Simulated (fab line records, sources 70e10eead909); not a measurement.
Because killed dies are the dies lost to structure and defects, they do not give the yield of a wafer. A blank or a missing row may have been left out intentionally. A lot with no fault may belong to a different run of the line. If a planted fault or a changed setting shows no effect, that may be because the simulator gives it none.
Chamber matching -- flow nand harc -- 3 sister chambers for NHARC_P_M0_PRE_CLEAN_31 on pecvd-04
The step time 12 s. 6 wafers are shown with their chamber, then 8 later ones without.

## WAFERS PAIRED WITH THEIR CHAMBERS
wafer,chamber,heater power w (W)
L080.1,1,719
L081.4,0,723
L095.2,2,647
L095.4,0,755
L095.6,1,594
L096.2,2,595

## WAFERS WITH NO CHAMBER GIVEN
wafer,heater power w (W)
L096.3,578
L096.5,587
L097.1,684
L097.2,710
L097.6,721
L097.3,644
L097.4,644
L097.5,679

## CHAMBER TAKEN BY EACH
wafer,from the rows above,in truth
L096.3,can't be placed: 2 or 1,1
L096.5,can't be placed: 2 or 1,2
L097.1,can't be placed: 1 or 0 or 2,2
L097.2,can't be placed: 0 or 1 or 2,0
L097.6,can't be placed: 0 or 1 or 2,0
L097.3,can't be placed: 1 or 2 or 0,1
L097.4,can't be placed: 1 or 2 or 0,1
L097.5,can't be placed: 1 or 2 or 0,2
Correctly placed: 0 of 8. Unplaceable from these rows: 8, with the true chamber sitting among the candidates in 8. 0 placed wrongly.
How it was worked out, from the rows above alone: a wafer's distance from a chamber is the root of the sum, over the readings, of the square of ((its reading less the chamber's mean) divided by the reading's scatter). The wafer belongs to the nearest chamber; if the next one is less than 2 further off, it can't be placed. Each chamber's mean is taken over the wafers shown for it. How the scatter is found: for the shown wafers, subtract from each reading the mean of its chamber, square and add these, divide the total by (wafers less chambers), then take the root.
